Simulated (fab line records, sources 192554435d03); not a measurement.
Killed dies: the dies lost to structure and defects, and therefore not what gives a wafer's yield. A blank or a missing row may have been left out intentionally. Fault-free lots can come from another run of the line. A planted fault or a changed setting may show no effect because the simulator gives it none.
fab line records    flow n5-finfet
[record] lots = 24  wafers = 72  last-day = 18
route steps=1938 shown BEOL_M11@1570 BEOL_M12@1613
lots untouched by any fault: they come from a run of this same line in which no faults occurred
start-h: hours from the record's opening day to when the first of the lot's shown wafers began    wait-h: hours from the lot's prior step to this one    " as in the row above    L1.1+2: one row covering several wafers at once    - no value, or no start was given    * or withheld: withheld    < > ~ a bound
route shown NAME@n: NAME is a module with steps in the file, n the number in the route of the first one    usual: mean/standard deviation taken from wafers without a fault    same: alike in all rows    chamber/n: place in a boat    sites: the reading at each site    _std_site: their standard deviation    _edge_site: the outer-site mean with the inner-site mean subtracted    radius-mm: how far each site lies from the wafer's centre    mask NAME#n: copy n    behind: the last tool/chamber to shape the wafer    hold: cause of the lot's hold/its duration in hours/its outcome    device: names the non-switching transistor (n, p or np)    end of line: the tests these same wafers got at the end of their route    where a step has no rows: the recipe by itself    killed: dies that structure and defects cost at the first sort, which is not the same as the wafer's yield    map: the dies of a wafer, with x for killed, . for not killed, _ for no die there
set.NAME: the setting the step ran with; set.NAME@STEP: the setting that earlier step ran with    model.NAME: the simulator's own value behind a step, which no gauge read
steps of the route over a sample of lots; a table a step, a row a wafer
services: when a tool's chamber went out of use (start-h, in hours from the record's first day, below 0 if earlier), for how many hours, and the reason
[[steps]]
[step N5_BEOL_M11_INSPECT_30]
[recipe] mode = adi  inspect-instrument = brightfield
[usual] raw-defect-count = 419/100
lot.wafer  tool               chamber  start-h  wait-h  raw-defect-count
L074.2     defect-inspect-02  -        229.07   0.0     556
L074.3     "                  -        "        "       518
L074.5     "                  -        "        "       764
L075.2     defect-inspect-01  -        242.58   0.0     410
L075.4     "                  -        "        "       498
L075.6     "                  -        "        "       360
L078.1     defect-inspect-02  -        246.63   0.0     278
L078.2     "                  -        "        "       433
L078.5     "                  -        "        "       324
L077.1     defect-inspect-01  -        246.98   0.0     412
L077.2     "                  -        "        "       418
L077.3     "                  -        "        "       630
L076.3     defect-inspect-02  -        249.26   0.0     315
L076.4     "                  -        "        "       393
L076.6     "                  -        "        "       328
L079.1     defect-inspect-02  -        271.49   0.0     541
L079.3     "                  -        "        "       411
L079.5     "                  -        "        "       424
L080.4     defect-inspect-01  -        271.80   0.0     486
L080.5     "                  -        "        "       567
L080.6     "                  -        "        "       455
L081.2     defect-inspect-01  -        271.96   0.0     417
L081.3     "                  -        "        "       425
L081.4     "                  -        "        "       523
L082.3     defect-inspect-02  -        282.11   0.0     415
L082.4     "                  -        "        "       441
L082.6     "                  -        "        "       364
L084.2     defect-inspect-02  -        289.74   0.0     434
L084.3     "                  -        "        "       311
L084.6     "                  -        "        "       276
L083.1     defect-inspect-01  -        298.30   0.0     559
L083.4     "                  -        "        "       500
L083.5     "                  -        "        "       467
L085.3     defect-inspect-02  -        305.67   0.0     395
L085.5     "                  -        "        "       245
L085.6     "                  -        "        "       333
L088.1     defect-inspect-01  -        319.06   0.0     516
L088.5     "                  -        "        "       563
L088.6     "                  -        "        "       526
L086.2     defect-inspect-01  -        320.99   0.0     468
L086.3     "                  -        "        "       405
L086.6     "                  -        "        "       335
L089.1     defect-inspect-01  -        324.17   0.0     468
L089.2     "                  -        "        "       446
L089.6     "                  -        "        "       575
L087.1     defect-inspect-02  -        324.33   0.0     372
L087.2     "                  -        "        "       389
L087.5     "                  -        "        "       640
L090.1     defect-inspect-01  -        326.51   0.0     512
L090.4     "                  -        "        "       480
L090.5     "                  -        "        "       441
L092.2     defect-inspect-01  -        328.27   0.0     315
L092.3     "                  -        "        "       328
L092.6     "                  -        "        "       494
L091.1     defect-inspect-02  -        338.19   0.0     372
L091.4     "                  -        "        "       384
L091.5     "                  -        "        "       399
L093.2     defect-inspect-01  -        346.37   0.0     338
L093.5     "                  -        "        "       629
L093.6     "                  -        "        "       302
L094.2     defect-inspect-02  -        362.07   0.0     268
L094.3     "                  -        "        "       326
L094.4     "                  -        "        "       327
L095.3     defect-inspect-02  -        362.61   0.0     328
L095.5     "                  -        "        "       402
L095.6     "                  -        "        "       522
L097.2     defect-inspect-02  -        362.77   0.0     298
L097.4     "                  -        "        "       289
L097.5     "                  -        "        "       337
L096.3     defect-inspect-01  -        373.39   0.0     408
L096.4     "                  -        "        "       495
L096.5     "                  -        "        "       781
[step N5_BEOL_M12_OVL_MEAS_11]
[recipe] points-per-wafer = 44
[usual] V11_OVL = -3/6.2
lot.wafer  tool        chamber  start-h  wait-h  V11_OVL[nm]
L074.2     overlay-02  0        232.56   0.0     -3
L074.3     "           0        "        "       1
L074.5     "           0        "        "       10
L075.2     overlay-01  0        246.52   0.0     5
L075.4     "           0        "        "       6
L075.6     "           0        "        "       4
L078.1     overlay-01  0        250.67   0.0     -10
L078.2     "           0        "        "       -3
L078.5     "           0        "        "       -6
L077.1     overlay-02  0        251.12   0.0     -13
L077.2     "           0        "        "       -18
L077.3     "           0        "        "       -7
L076.3     overlay-01  0        253.20   0.0     5
L076.4     "           0        "        "       -8
L076.6     "           0        "        "       -7
L079.1     overlay-01  0        275.43   0.0     -1
L079.3     "           0        "        "       -4
L079.5     "           0        "        "       0
L080.4     overlay-01  0        275.86   0.0     -10
L080.5     "           0        "        "       -12
L080.6     "           0        "        "       -9
L081.2     overlay-02  0        276.53   0.0     -3
L081.3     "           0        "        "       4
L081.4     "           0        "        "       -2
L082.3     overlay-01  0        286.25   0.0     -7
L082.4     "           0        "        "       -4
L082.6     "           0        "        "       -5
L084.2     overlay-02  0        294.32   0.0     -13
L084.3     "           0        "        "       9
L084.6     "           0        "        "       -6
L083.1     overlay-02  0        302.31   0.0     2
L083.4     "           0        "        "       -1
L083.5     "           0        "        "       6
L085.3     overlay-01  0        309.50   0.0     -11
L085.5     "           0        "        "       -12
L085.6     "           0        "        "       -4
L088.1     overlay-01  0        323.47   0.0     -3
L088.5     "           0        "        "       0
L088.6     "           0        "        "       5
L086.2     overlay-02  0        326.25   0.0     3
L086.3     "           0        "        "       -3
L086.6     "           0        "        "       -5
L089.1     overlay-02  0        328.61   0.0     -2
L089.2     "           0        "        "       -1
L089.6     "           0        "        "       0
L087.1     overlay-02  0        328.98   0.0     11
L087.2     "           0        "        "       0
L087.5     "           0        "        "       -1
L090.1     overlay-01  0        331.18   0.0     -9
L090.4     "           0        "        "       1
L090.5     "           0        "        "       -2
L092.2     overlay-01  0        332.11   0.0     8
L092.3     "           0        "        "       -5
L092.6     "           0        "        "       -2
L091.1     overlay-02  0        342.21   0.0     -14
L091.4     "           0        "        "       -3
L091.5     "           0        "        "       -9
L093.2     overlay-02  0        349.97   0.0     5
L093.5     "           0        "        "       -2
L093.6     "           0        "        "       0
L094.2     overlay-01  0        365.95   0.0     -13
L094.3     "           0        "        "       -2
L094.4     "           0        "        "       -4
L095.3     overlay-02  0        366.73   0.0     -13
L095.5     "           0        "        "       -13
L095.6     "           0        "        "       0
L097.2     overlay-02  0        366.95   0.0     2
L097.4     "           0        "        "       -2
L097.5     "           0        "        "       -5
L096.3     overlay-02  0        377.25   0.0     -6
L096.4     "           0        "        "       -15
L096.5     "           0        "        "       -10
[step N5_BEOL_M12_ETCH_68]
[recipe] chemistry = N2/H2  target = SOC  mask-material = SiARC  source-w = 3000  bias-w = 350  temp-c = 40  time-s = 285  ion-energy-ev = 200  pressure-mtorr = 30  n2-flow-sccm = 200  h2-flow-sccm = 200
[usual] drypump-motor-current-A = 5.9/0.36  oes-product-au = 0.83/0.069  rf-vpp-V = 524.3/2  showerhead-plenum-p-Torr = 2.55/0.06  throttle-valve-pct = 17.71/0.23
lot.wafer  tool         chamber  start-h  wait-h  drypump-motor-current-A  oes-product-au  rf-hours-counter-h  rf-vpp-V  showerhead-plenum-p-Torr  throttle-valve-pct
L074.2     rie-diel-02  2        233.70   0.1     6.2                      0.86            63                  524.3     2.57                      17.32
L074.3     "            0        "        "       6.0                      0.83            78                  526.2     2.57                      17.58
L074.5     "            3        "        "       5.5                      0.85            -                   525.2     2.60                      17.47
L075.2     rie-diel-02  1        247.81   0.1     5.5                      0.71            232                 525.8     2.59                      17.94
L075.4     "            0        "        "       6.0                      0.82            83                  524.4     2.57                      17.60
L075.6     "            0        "        "       6.1                      0.82            -                   525.2     2.57                      17.59
L078.1     rie-diel-02  2        252.51   0.1     6.2                      0.85            71                  525.5     2.57                      17.35
L078.2     "            1        "        "       5.5                      0.70            234                 525.1     2.59                      17.96
L078.5     "            2        "        "       6.2                      0.85            -                   524.5     2.57                      17.32
L077.1     rie-diel-06  2        252.62   0.1     5.7                      0.84            68                  520.4     2.48                      17.78
L077.2     "            3        "        "       5.4                      0.66            232                 522.9     2.50                      18.15
L077.3     "            1        "        "       6.5                      0.87            42                  526.9     2.58                      17.86
L076.3     rie-diel-01  0        254.47   0.1     6.0                      0.83            76                  528.8     2.69                      17.75
L076.4     "            1        "        "       6.1                      0.89            -                   521.9     2.49                      17.65
L076.6     "            3        "        "       5.3                      0.84            -                   528.6     2.67                      17.81
L079.1     rie-diel-02  0        276.68   0.1     6.0                      0.82            92                  524.5     2.57                      17.60
L079.3     "            2        "        "       6.2                      0.84            78                  526.2     2.57                      17.33
L079.5     "            1        "        "       5.5                      0.70            -                   527.1     2.58                      17.97
L080.4     rie-diel-06  3        277.15   0.1     5.4                      0.65            241                 522.9     2.49                      18.16
L080.5     "            3        "        "       5.4                      0.66            -                   523.5     2.49                      18.15
L080.6     "            0        "        "       6.2                      0.85            -                   520.9     2.47                      18.05
L081.2     rie-diel-06  1        277.81   0.1     6.5                      0.86            50                  524.3     2.58                      17.86
L081.3     "            2        "        "       5.7                      0.84            77                  522.5     2.47                      17.80
L081.4     "            3        "        "       5.4                      0.65            241                 519.9     2.49                      18.17
L082.3     rie-diel-02  0        287.39   0.1     6.0                      0.81            96                  524.5     2.56                      17.62
L082.4     "            2        "        "       6.2                      0.84            81                  525.7     2.56                      17.35
L082.6     "            3        "        "       5.5                      0.83            -                   525.9     2.59                      17.51
L084.2     rie-diel-06  0        295.54   0.1     6.2                      0.83            67                  521.6     2.47                      18.05
L084.3     "            2        "        "       5.7                      0.83            82                  521.5     2.47                      17.82
L084.6     "            2        "        "       5.7                      0.83            -                   521.9     2.47                      17.81
L083.1     rie-diel-02  2        303.54   0.1     6.2                      0.83            87                  524.4     2.56                      17.37
L083.4     "            3        "        "       5.5                      0.82            -                   523.7     2.59                      17.50
L083.5     "            0        "        "       6.0                      0.81            -                   523.4     2.56                      17.63
L085.3     rie-diel-02  3        310.70   0.1     5.5                      0.81            66                  523.4     2.59                      17.51
L085.5     "            0        "        "       6.0                      0.79            -                   522.9     2.56                      17.61
L085.6     "            2        "        "       6.2                      0.83            -                   524.3     2.56                      17.37
L088.1     rie-diel-06  0        325.03   0.1     6.3                      0.82            78                  522.1     2.46                      18.07
L088.5     "            3        "        "       5.3                      1.01            -                   521.1     2.49                      17.70
L088.6     "            2        "        "       5.7                      0.81            -                   521.5     2.47                      17.84
L086.2     rie-diel-01  0        327.50   0.1     6.0                      0.80            105                 526.7     2.68                      17.81
L086.3     "            1        "        "       6.1                      0.85            52                  521.4     2.48                      17.69
L086.6     "            0        "        "       6.0                      0.79            -                   527.8     2.68                      17.82
L089.1     rie-diel-02  3        329.89   0.1     5.6                      0.81            73                  525.1     2.58                      17.52
L089.2     "            2        "        "       6.2                      0.82            98                  525.2     2.56                      17.39
L089.6     "            2        "        "       6.2                      0.82            -                   522.8     2.56                      17.37
L087.1     rie-diel-02  1        330.42   0.1     5.5                      0.97            4                   525.5     2.58                      17.62
L087.2     "            3        "        "       5.5                      0.81            73                  526.1     2.58                      17.55
L087.5     "            2        "        "       6.1                      0.82            -                   524.9     2.56                      17.39
L090.1     rie-diel-02  2        332.61   0.1     6.2                      0.82            100                 526.0     2.56                      17.37
L090.4     "            3        "        "       5.5                      0.81            74                  522.9     2.58                      17.55
L090.5     "            1        "        "       5.5                      0.97            -                   526.0     2.58                      17.60
L092.2     rie-diel-02  0        333.26   0.1     6.0                      0.79            113                 522.9     2.56                      17.65
L092.3     "            1        "        "       5.5                      0.97            6                   527.2     2.58                      17.64
L092.6     "            1        "        "       5.5                      0.97            -                   525.0     2.58                      17.62
L091.1     rie-diel-01  2        343.38   0.1     5.9                      0.93            23                  526.1     2.58                      17.46
L091.4     "            3        "        "       5.3                      0.81            87                  528.1     2.66                      17.87
L091.5     "            1        "        "       6.0                      0.83            -                   521.1     2.48                      17.69
L093.2     rie-diel-01  2        351.54   0.1     5.9                      0.92            26                  524.8     2.58                      17.47
L093.5     "            2        "        "       5.9                      0.93            -                   524.5     2.58                      17.48
L093.6     "            3        "        "       5.3                      0.80            -                   526.8     2.66                      17.88
L094.2     rie-diel-06  1        367.57   0.1     6.5                      0.82            84                  525.0     2.57                      17.92
L094.3     "            0        "        "       6.2                      0.79            93                  521.3     2.46                      18.09
L094.4     "            2        "        "       5.7                      0.80            111                 524.1     2.46                      17.86
L095.3     rie-diel-06  0        368.24   0.1     6.2                      0.80            93                  521.7     2.46                      18.08
L095.5     "            3        "        "       5.4                      0.95            -                   521.9     2.48                      17.72
L095.6     "            2        "        "       5.7                      0.79            -                   521.3     2.46                      17.86
L097.2     rie-diel-01  2        368.63   0.1     6.0                      0.91            33                  525.2     2.58                      17.48
L097.4     "            0        "        "       6.1                      0.77            121                 526.3     2.67                      17.81
L097.5     "            2        "        "       5.9                      0.91            -                   525.1     2.58                      17.50
L096.3     rie-diel-06  1        378.39   0.1     6.5                      0.81            88                  524.4     2.56                      17.94
L096.4     "            0        "        "       6.2                      0.81            96                  522.6     2.46                      18.11
L096.5     "            0        "        "       6.2                      0.80            -                   521.1     2.46                      18.09
[step N5_BEOL_M12_PRE_CLEAN_42]
[recipe] gas = H2/He  time-s = 30  temp-c = 250
[usual] heater-power-w = 328/28
lot.wafer  tool            chamber  start-h  wait-h  heater-power-w
L074.2     pvd-sputter-01  -        238.21   0.0     347
L074.3     "               -        "        "       336
L074.5     "               -        "        "       355
L075.2     pvd-sputter-01  -        248.73   0.0     363
L075.4     "               -        "        "       345
L075.6     "               -        "        "       346
L078.1     pvd-sputter-01  -        255.77   0.0     341
L078.2     "               -        "        "       354
L078.5     "               -        "        "       347
L077.1     pvd-sputter-03  -        257.59   0.0     293
L077.2     "               -        "        "       294
L077.3     "               -        "        "       274
L076.3     pvd-sputter-01  -        258.31   0.0     347
L076.4     "               -        "        "       337
L076.6     "               -        "        "       347
L080.4     pvd-sputter-01  -        282.98   0.0     360
L080.5     "               -        "        "       352
L080.6     "               -        "        "       336
L079.1     pvd-sputter-03  -        283.97   0.0     288
L079.3     "               -        "        "       300
L079.5     "               -        "        "       281
L081.2     pvd-sputter-01  -        284.04   0.0     348
L081.3     "               -        "        "       348
L081.4     "               -        "        "       363
L082.3     pvd-sputter-02  -        289.00   0.0     321
L082.4     "               -        "        "       324
L082.6     "               -        "        "       336
L084.2     pvd-sputter-01  -        301.05   0.0     341
L084.3     "               -        "        "       361
L084.6     "               -        "        "       349
L083.1     pvd-sputter-01  -        304.39   0.0     361
L083.4     "               -        "        "       346
L083.5     "               -        "        "       361
L085.3     pvd-sputter-01  -        314.39   0.0     346
L085.5     "               -        "        "       352
L085.6     "               -        "        "       344
L088.1     pvd-sputter-02  -        326.16   0.0     274
L088.5     "               -        "        "       315
L088.6     "               -        "        "       340
L086.2     pvd-sputter-01  -        330.01   0.0     364
L086.3     "               -        "        "       341
L086.6     "               -        "        "       347
L089.1     pvd-sputter-03  -        333.10   0.0     282
L089.2     "               -        "        "       304
L089.6     "               -        "        "       304
L087.1     pvd-sputter-03  -        333.58   0.0     302
L087.2     "               -        "        "       297
L087.5     "               -        "        "       304
L090.1     pvd-sputter-02  -        336.01   0.0     330
L090.4     "               -        "        "       311
L090.5     "               -        "        "       282
L092.2     pvd-sputter-02  -        336.99   0.0     334
L092.3     "               -        "        "       334
L092.6     "               -        "        "       303
L091.1     pvd-sputter-02  -        347.86   0.0     331
L091.4     "               -        "        "       333
L091.5     "               -        "        "       337
L093.2     pvd-sputter-01  -        354.36   0.0     341
L093.5     "               -        "        "       346
L093.6     "               -        "        "       349
L094.2     pvd-sputter-03  -        371.06   0.0     297
L094.3     "               -        "        "       297
L094.4     "               -        "        "       272
L095.3     pvd-sputter-01  -        371.07   0.0     355
L095.5     "               -        "        "       347
L095.6     "               -        "        "       341
L097.2     pvd-sputter-01  -        374.51   0.0     343
L097.4     "               -        "        "       365
L097.5     "               -        "        "       340
L096.3     pvd-sputter-03  -        380.71   0.0     295
L096.4     "               -        "        "       294
L096.5     "               -        "        "       293
[step N5_BEOL_M12_RS_MEAS_54]
[recipe] thk-meas-gauge = four-point-probe  reads = Cu_of_BEOL_M12_ECD_47+Ta_of_BEOL_M12_SPUTTER_44+TaN_of_BEOL_M12_SPUTTER_43
[usual] M12_RS = 0.0601/0.0009
lot.wafer  tool           chamber  start-h  wait-h  M12_RS[ohm/sq]
L074.2     film-metro-02  -        239.38   0.0     0.0607
L074.3     "              -        "        "       0.0611
L074.5     "              -        "        "       0.0613
L075.2     film-metro-02  -        250.34   0.0     0.0604
L075.4     "              -        "        "       0.0596
L075.6     "              -        "        "       0.0604
L078.1     film-metro-02  -        257.64   0.0     0.0595
L078.2     "              -        "        "       0.0600
L078.5     "              -        "        "       0.0598
L077.1     film-metro-02  -        258.80   0.0     0.0602
L077.2     "              -        "        "       0.0628
L077.3     "              -        "        "       0.0603
L076.3     film-metro-02  -        259.49   0.0     0.0590
L076.4     "              -        "        "       0.0605
L076.6     "              -        "        "       0.0591
L080.4     film-metro-02  -        284.16   0.0     0.0623
L080.5     "              -        "        "       0.0622
L080.6     "              -        "        "       0.0597
L079.1     film-metro-01  -        285.14   0.0     0.0612
L079.3     "              -        "        "       0.0598
L079.5     "              -        "        "       0.0613
L081.2     film-metro-02  -        285.22   0.0     0.0594
L081.3     "              -        "        "       0.0607
L081.4     "              -        "        "       0.0623
L082.3     film-metro-02  -        290.21   0.0     0.0601
L082.4     "              -        "        "       0.0597
L082.6     "              -        "        "       0.0603
L084.2     film-metro-01  -        302.73   0.0     0.0589
L084.3     "              -        "        "       0.0603
L084.6     "              -        "        "       0.0602
L083.1     film-metro-02  -        305.57   0.0     0.0595
L083.4     "              -        "        "       0.0611
L083.5     "              -        "        "       0.0603
L085.3     film-metro-02  -        315.57   0.0     0.0607
L085.5     "              -        "        "       0.0606
L085.6     "              -        "        "       0.0600
L088.1     film-metro-02  -        328.05   0.0     0.0589
L088.5     "              -        "        "       0.0582
L088.6     "              -        "        "       0.0597
L086.2     film-metro-02  -        331.20   0.0     0.0597
L086.3     "              -        "        "       0.0613
L086.6     "              -        "        "       0.0593
L089.1     film-metro-01  -        334.28   0.0     0.0611
L089.2     "              -        "        "       0.0601
L089.6     "              -        "        "       0.0597
L087.1     film-metro-02  -        335.24   0.0     0.0597
L087.2     "              -        "        "       0.0613
L087.5     "              -        "        "       0.0596
L090.1     film-metro-01  -        337.21   0.0     0.0596
L090.4     "              -        "        "       0.0611
L090.5     "              -        "        "       0.0599
L092.2     film-metro-02  -        338.19   0.0     0.0608
L092.3     "              -        "        "       0.0597
L092.6     "              -        "        "       0.0599
L091.1     film-metro-02  -        349.20   0.0     0.0596
L091.4     "              -        "        "       0.0596
L091.5     "              -        "        "       0.0612
L093.2     film-metro-02  -        355.88   0.1     0.0591
L093.5     "              -        "        "       0.0599
L093.6     "              -        "        "       0.0590
L095.3     film-metro-02  -        372.26   0.0     0.0593
L095.5     "              -        "        "       0.0591
L095.6     "              -        "        "       0.0599
L094.2     film-metro-02  -        372.37   0.0     0.0607
L094.3     "              -        "        "       0.0600
L094.4     "              -        "        "       0.0607
L097.2     film-metro-01  -        375.68   0.0     0.0597
L097.4     "              -        "        "       0.0590
L097.5     "              -        "        "       0.0593
L096.3     film-metro-02  -        381.92   0.0     0.0601
L096.4     "              -        "        "       0.0597
L096.5     "              -        "        "       0.0595
[step N5_BEOL_M12_INSPECT_55]
[recipe] inspect-instrument = darkfield  mode = post-dep
[usual] raw-defect-count = 62/20
lot.wafer  tool               chamber  start-h  wait-h  raw-defect-count
L074.2     defect-inspect-02  -        239.41   0.0     85
L074.3     "                  -        "        "       65
L074.5     "                  -        "        "       47
L075.2     defect-inspect-02  -        250.37   0.0     33
L075.4     "                  -        "        "       39
L075.6     "                  -        "        "       36
L078.1     defect-inspect-02  -        257.67   0.0     45
L078.2     "                  -        "        "       69
L078.5     "                  -        "        "       49
L077.1     defect-inspect-02  -        258.82   0.0     48
L077.2     "                  -        "        "       60
L077.3     "                  -        "        "       65
L076.3     defect-inspect-02  -        259.52   0.0     52
L076.4     "                  -        "        "       37
L076.6     "                  -        "        "       78
L080.4     defect-inspect-02  -        284.19   0.0     54
L080.5     "                  -        "        "       40
L080.6     "                  -        "        "       60
L079.1     defect-inspect-02  -        285.17   0.0     61
L079.3     "                  -        "        "       37
L079.5     "                  -        "        "       43
L081.2     defect-inspect-01  -        285.25   0.0     67
L081.3     "                  -        "        "       57
L081.4     "                  -        "        "       67
L082.3     defect-inspect-02  -        290.23   0.0     26
L082.4     "                  -        "        "       58
L082.6     "                  -        "        "       70
L084.2     defect-inspect-02  -        302.75   0.0     87
L084.3     "                  -        "        "       89
L084.6     "                  -        "        "       98
L083.1     defect-inspect-01  -        305.60   0.0     75
L083.4     "                  -        "        "       104
L083.5     "                  -        "        "       57
L085.3     defect-inspect-01  -        315.60   0.0     61
L085.5     "                  -        "        "       126
L085.6     "                  -        "        "       136
L088.1     defect-inspect-02  -        328.07   0.0     63
L088.5     "                  -        "        "       69
L088.6     "                  -        "        "       104
L086.2     defect-inspect-02  -        331.23   0.0     37
L086.3     "                  -        "        "       58
L086.6     "                  -        "        "       69
L089.1     defect-inspect-02  -        334.31   0.0     43
L089.2     "                  -        "        "       56
L089.6     "                  -        "        "       47
L087.1     defect-inspect-01  -        335.26   0.0     70
L087.2     "                  -        "        "       58
L087.5     "                  -        "        "       47
L090.1     defect-inspect-01  -        337.23   0.0     58
L090.4     "                  -        "        "       54
L090.5     "                  -        "        "       51
L092.2     defect-inspect-02  -        338.21   0.0     36
L092.3     "                  -        "        "       42
L092.6     "                  -        "        "       59
L091.1     defect-inspect-02  -        349.22   0.0     32
L091.4     "                  -        "        "       68
L091.5     "                  -        "        "       61
L093.2     defect-inspect-02  -        355.90   0.0     83
L093.5     "                  -        "        "       69
L093.6     "                  -        "        "       75
L095.3     defect-inspect-01  -        372.29   0.0     60
L095.5     "                  -        "        "       82
L095.6     "                  -        "        "       71
L094.2     defect-inspect-02  -        372.40   0.0     44
L094.3     "                  -        "        "       66
L094.4     "                  -        "        "       55
L097.2     defect-inspect-01  -        375.71   0.0     97
L097.4     "                  -        "        "       74
L097.5     "                  -        "        "       108
L096.3     defect-inspect-02  -        381.95   0.0     74
L096.4     "                  -        "        "       54
L096.5     "                  -        "        "       70
[[services]]
tool            chamber  start-h  hours  kind
rie-diel-01     2        218.92   9.9    repair
rie-diel-02     0        219.88   3.8    repair
rie-diel-01     2        254.45   7.3    repair
rie-diel-01     2        261.77   -      clean
rie-diel-01     2        261.77   -      consumable-replace:focus-ring
rie-diel-01     2        261.77   11.2   scheduled-down
rie-diel-01     2        261.77   11.2   vent-cycle
rie-diel-02     1        302.20   -      clean
rie-diel-02     1        302.20   -      consumable-replace:focus-ring
rie-diel-02     1        302.20   17.0   scheduled-down
rie-diel-02     1        302.20   17.0   vent-cycle
rie-diel-06     3        303.32   -      clean
rie-diel-06     3        303.32   -      consumable-replace:focus-ring
rie-diel-06     3        303.32   15.4   scheduled-down
rie-diel-06     3        303.32   15.4   vent-cycle
rie-diel-01     2        315.73   7.1    repair
rie-diel-02     3        350.59   13.3   repair
pvd-sputter-02  -        366.38   0.7    repair
rie-diel-02     1        372.17   3.1    repair
[[key]]
fault none
